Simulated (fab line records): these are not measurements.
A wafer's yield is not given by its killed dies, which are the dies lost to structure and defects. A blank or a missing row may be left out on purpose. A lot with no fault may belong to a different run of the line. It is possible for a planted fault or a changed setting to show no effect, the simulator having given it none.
Which tool is to blame? | flow n5_finfet | 72 wafers from 24 lots sampled at 6 of the route's 1938 steps

== WHAT THE GAUGES SHOWED, per wafer ==
N5_BEOL_M13_CD_MEAS_17: target cd 190 nm.
lot  | measured     | on        | cd_nm (nm)
L074 | day 11 14:52 | cd_sem-03 | 190.6 191.0 190.3
L075 | day 11 20:49 | cd_sem-01 | 190.8 189.6 191.0
L076 | day 12 04:59 | cd_sem-01 | 192.0 191.5 192.9
L079 | day 12 09:46 | cd_sem-02 | 191.6 191.1 192.0
L077 | day 13 01:50 | cd_sem-02 | 191.4 190.8 192.0
L078 | day 13 07:31 | cd_sem-02 | 191.9 191.4 192.5
L080 | day 13 17:13 | cd_sem-01 | 189.2 189.8 190.3
L082 | day 13 21:50 | cd_sem-03 | 192.2 193.0 192.1
L081 | day 14 06:11 | cd_sem-03 | 191.2 190.3 189.7
L084 | day 14 11:22 | cd_sem-03 | 191.0 190.9 192.0
L086 | day 14 16:15 | cd_sem-01 | 188.6 188.8 189.4
L085 | day 15 07:34 | cd_sem-02 | 190.7 190.1 191.5
L083 | day 15 08:10 | cd_sem-03 | 189.6 189.5 189.6
L088 | day 15 12:32 | cd_sem-01 | 190.0 191.1 192.1
L089 | day 15 21:16 | cd_sem-03 | 191.5 190.8 191.3
L087 | day 15 21:34 | cd_sem-02 | 190.7 192.0 190.5
L090 | day 15 21:43 | cd_sem-03 | 191.7 191.4 192.1
L091 | day 16 16:08 | cd_sem-02 | 190.7 192.7 191.9
L093 | day 17 01:34 | cd_sem-01 | 191.1 192.3 192.4
L094 | day 17 02:20 | cd_sem-03 | 193.0 192.2 192.8
L092 | day 17 03:50 | cd_sem-03 | 191.1 192.7 192.3
L095 | day 17 06:08 | cd_sem-02 | 189.9 191.3 191.7
L096 | day 17 21:40 | cd_sem-02 | 192.0 190.9 190.8
L097 | day 18 10:05 | cd_sem-01 | 191.6 190.7 189.9

N5_BEOL_M13_CD_MEAS_28: target cd 209.5 nm.
lot  | measured     | on        | cd_nm (nm)
L074 | day 11 15:20 | cd_sem-03 | 208.6 209.2 208.7
L075 | day 11 21:16 | cd_sem-03 | 209.7 209.9 210.2
L076 | day 12 05:26 | cd_sem-02 | 207.6 208.1 207.5
L079 | day 12 10:14 | cd_sem-01 | 211.1 210.9 211.0
L077 | day 13 02:10 | cd_sem-02 | 208.4 208.6 208.7
L078 | day 13 07:58 | cd_sem-01 | 208.6 209.3 209.4
L080 | day 13 17:40 | cd_sem-03 | 208.0 209.6 208.7
L082 | day 13 22:10 | cd_sem-02 | 209.5 210.0 208.9
L081 | day 14 06:38 | cd_sem-01 | 209.7 210.1 210.5
L084 | day 14 11:49 | cd_sem-01 | 208.9 209.0 209.4
L086 | day 14 16:35 | cd_sem-02 | 211.0 210.6 210.9
L085 | day 15 07:53 | cd_sem-02 | 210.1 209.7 209.3
L083 | day 15 08:30 | cd_sem-02 | 209.6 209.1 210.0
L088 | day 15 12:59 | cd_sem-02 | 208.8 210.6 209.5
L089 | day 15 21:43 | cd_sem-01 | 209.8 208.8 209.1
L087 | day 15 21:53 | cd_sem-01 | 209.0 209.7 209.8
L090 | day 15 22:03 | cd_sem-01 | 207.5 207.1 208.3
L091 | day 16 16:28 | cd_sem-03 | 208.5 208.7 210.5
L093 | day 17 02:01 | cd_sem-01 | 209.8 208.8 208.6
L094 | day 17 02:40 | cd_sem-03 | 209.0 209.5 208.4
L092 | day 17 04:10 | cd_sem-01 | 206.1 207.0 208.0
L095 | day 17 06:35 | cd_sem-02 | 209.0 208.0 208.1
L096 | day 17 22:07 | cd_sem-03 | 209.2 209.2 209.6
L097 | day 18 10:32 | cd_sem-02 | 208.1 209.2 208.8

N5_BEOL_M13_OCD_MEAS_35.
lot  | measured     | on     | trench_depth_nm (nm)
L074 | day 11 16:05 | ocd-01 | 405 402 402
L075 | day 11 21:58 | ocd-02 | 400 411 405
L076 | day 12 06:06 | ocd-01 | 412 411 418
L079 | day 12 10:59 | ocd-02 | 414 413 416
L077 | day 13 02:49 | ocd-01 | 405 412 413
L078 | day 13 08:38 | ocd-01 | 420 415 407
L080 | day 13 18:40 | ocd-01 | 401 413 401
L082 | day 13 22:50 | ocd-02 | 414 401 410
L081 | day 14 07:29 | ocd-02 | 424 418 409
L084 | day 14 12:29 | ocd-01 | 418 416 421
L086 | day 14 17:23 | ocd-02 | 397 409 410
L085 | day 15 08:33 | ocd-02 | 413 421 411
L083 | day 15 09:10 | ocd-02 | 415 411 418
L088 | day 15 13:39 | ocd-01 | 417 421 422
L089 | day 15 22:23 | ocd-02 | 418 405 420
L087 | day 15 22:33 | ocd-02 | 406 421 421
L090 | day 15 22:55 | ocd-01 | 409 409 412
L091 | day 16 17:36 | ocd-02 | 423 422 415
L093 | day 17 03:13 | ocd-02 | 418 424 409
L094 | day 17 03:20 | ocd-02 | 420 412 415
L092 | day 17 04:49 | ocd-02 | 414 408 412
L095 | day 17 07:16 | ocd-01 | 415 410 415
L096 | day 17 22:47 | ocd-02 | 422 408 413
L097 | day 18 11:14 | ocd-02 | 416 411 413

N5_BEOL_M13_INSPECT_55: inspects for defects (darkfield).
lot  | measured     | on                | raw_defect_count
L074 | day 11 19:36 | defect_inspect-02 | 72 106 44
L075 | day 12 00:07 | defect_inspect-01 | 60 56 64
L076 | day 12 08:38 | defect_inspect-01 | 77 55 61
L079 | day 12 13:28 | defect_inspect-02 | 75 65 42
L077 | day 13 07:13 | defect_inspect-02 | 77 99 72
L078 | day 13 10:27 | defect_inspect-01 | 27 56 36
L080 | day 13 21:40 | defect_inspect-02 | 44 43 76
L082 | day 14 05:11 | defect_inspect-02 | 58 44 47
L081 | day 14 12:23 | defect_inspect-01 | 103 98 60
L084 | day 14 16:01 | defect_inspect-02 | 82 78 71
L086 | day 14 21:25 | defect_inspect-02 | 103 89 83
L085 | day 15 10:38 | defect_inspect-01 | 49 41 60
L083 | day 15 11:11 | defect_inspect-01 | 77 62 63
L088 | day 15 18:31 | defect_inspect-02 | 99 76 65
L089 | day 16 02:23 | defect_inspect-01 | 63 64 59
L087 | day 16 02:40 | defect_inspect-02 | 63 48 53
L090 | day 16 03:02 | defect_inspect-02 | 68 34 79
L091 | day 16 20:14 | defect_inspect-02 | 63 57 66
L093 | day 17 06:44 | defect_inspect-01 | 79 97 82
L094 | day 17 07:37 | defect_inspect-01 | 96 80 73
L092 | day 17 08:26 | defect_inspect-01 | 76 53 49
L095 | day 17 11:23 | defect_inspect-01 | 58 88 80
L096 | day 18 04:15 | defect_inspect-02 | 59 69 76
L097 | day 18 14:42 | defect_inspect-01 | 49 69 73

N5_BEOL_M14_INSPECT_30: inspects for defects (macro).
lot  | measured     | on                | raw_defect_count
L074 | day 11 21:10 | defect_inspect-01 | 0 1 4
L075 | day 12 01:48 | defect_inspect-02 | 1 0 2
L076 | day 12 10:14 | defect_inspect-01 | 2 1 0
L079 | day 12 15:02 | defect_inspect-01 | 7 2 4
L077 | day 13 08:39 | defect_inspect-01 | 2 5 3
L078 | day 13 11:58 | defect_inspect-02 | 2 3 3
L080 | day 13 23:14 | defect_inspect-01 | 0 1 2
L082 | day 14 06:53 | defect_inspect-02 | 3 2 1
L081 | day 14 14:05 | defect_inspect-02 | 1 1 3
L084 | day 14 17:40 | defect_inspect-02 | 2 2 0
L086 | day 14 23:03 | defect_inspect-01 | 2 2 4
L085 | day 15 12:14 | defect_inspect-02 | 2 2 3
L083 | day 15 12:47 | defect_inspect-01 | 1 3 2
L088 | day 15 20:12 | defect_inspect-01 | 1 2 0
L089 | day 16 03:59 | defect_inspect-01 | 2 2 3
L087 | day 16 04:38 | defect_inspect-01 | 1 2 1
L090 | day 16 04:43 | defect_inspect-02 | 3 1 1
L091 | day 16 21:49 | defect_inspect-02 | 1 2 2
L093 | day 17 08:11 | defect_inspect-01 | 3 2 1
L094 | day 17 09:15 | defect_inspect-01 | 0 0 2
L092 | day 17 10:35 | defect_inspect-01 | 2 2 4
L095 | day 17 14:24 | defect_inspect-01 | 0 1 0
L096 | day 18 05:57 | defect_inspect-02 | 1 0 3
L097 | day 18 16:08 | defect_inspect-02 | 1 2 2

N5_BEOL_M15_INSPECT_12: inspects for defects (macro).
lot  | measured     | on                | raw_defect_count
L074 | day 12 02:01 | defect_inspect-01 | 3 2 2
L075 | day 12 05:47 | defect_inspect-01 | 3 3 4
L076 | day 12 13:08 | defect_inspect-01 | 2 4 1
L079 | day 13 01:16 | defect_inspect-01 | 2 2 2
L077 | day 13 16:27 | defect_inspect-01 | 1 2 5
L078 | day 13 16:37 | defect_inspect-01 | 1 2 2
L080 | day 14 04:22 | defect_inspect-02 | 3 3 1
L082 | day 14 12:04 | defect_inspect-01 | 2 2 1
L081 | day 14 21:27 | defect_inspect-01 | 2 2 2
L084 | day 14 22:35 | defect_inspect-02 | 2 2 3
L086 | day 15 02:43 | defect_inspect-02 | 0 2 3
L085 | day 15 16:52 | defect_inspect-02 | 1 1 2
L083 | day 15 18:40 | defect_inspect-02 | 1 3 5
L088 | day 16 02:30 | defect_inspect-01 | 1 4 2
L089 | day 16 07:48 | defect_inspect-01 | 2 1 1
L087 | day 16 10:01 | defect_inspect-02 | 2 1 4
L090 | day 16 10:40 | defect_inspect-01 | 1 0 1
L091 | day 17 05:01 | defect_inspect-01 | 1 3 6
L093 | day 17 12:38 | defect_inspect-02 | 4 2 2
L094 | day 17 14:16 | defect_inspect-02 | 2 1 1
L092 | day 17 14:29 | defect_inspect-02 | 1 1 0
L095 | day 17 18:19 | defect_inspect-02 | 4 2 1
L096 | day 18 13:04 | defect_inspect-02 | 3 1 2
L097 | day 18 19:52 | defect_inspect-02 | 3 2 0

== EACH LOT AND THE TOOL THAT RAN IT (in order: tool; ch and the chambers of the sampled wafers; start) ==
Before these readings, the record contains no process step.

== AS READ BY THE TOOLS THEMSELVES (means over the sampled wafers that have a number; for cases with no such wafer, the mark the record gives instead) ==
The record holds no such reading with a usual standard deviation.

== THE ANSWER, worked out from the rows above alone ==
Rule: usual is defined by the lots themselves. Put in order of their means at a reading, lots are off if they are a third of the lots or fewer, leave a main group of 4 or more, and stand apart from it by a gap of 3 or more times the standard deviation of the main group's means; of several such gaps the widest counts. A main group whose means are all the same, to the digits that the tables above print for the reading, isn't used. Also off: a lot with no number at a reading for which 4 or more lots have one. Any other lot the step has rows for is counted as sound. After the gauges, taken in route order, come the tools' own readings; for these a lot's mean is taken, as printed above. At the first step where some lot is off, the reading lying furthest off is the one used; lots without a number count as furthest.
Across all readings shown, no lot is off: no conclusion can be drawn from this.

== WHAT WAS PUT IN BY THE SIMULATOR ==
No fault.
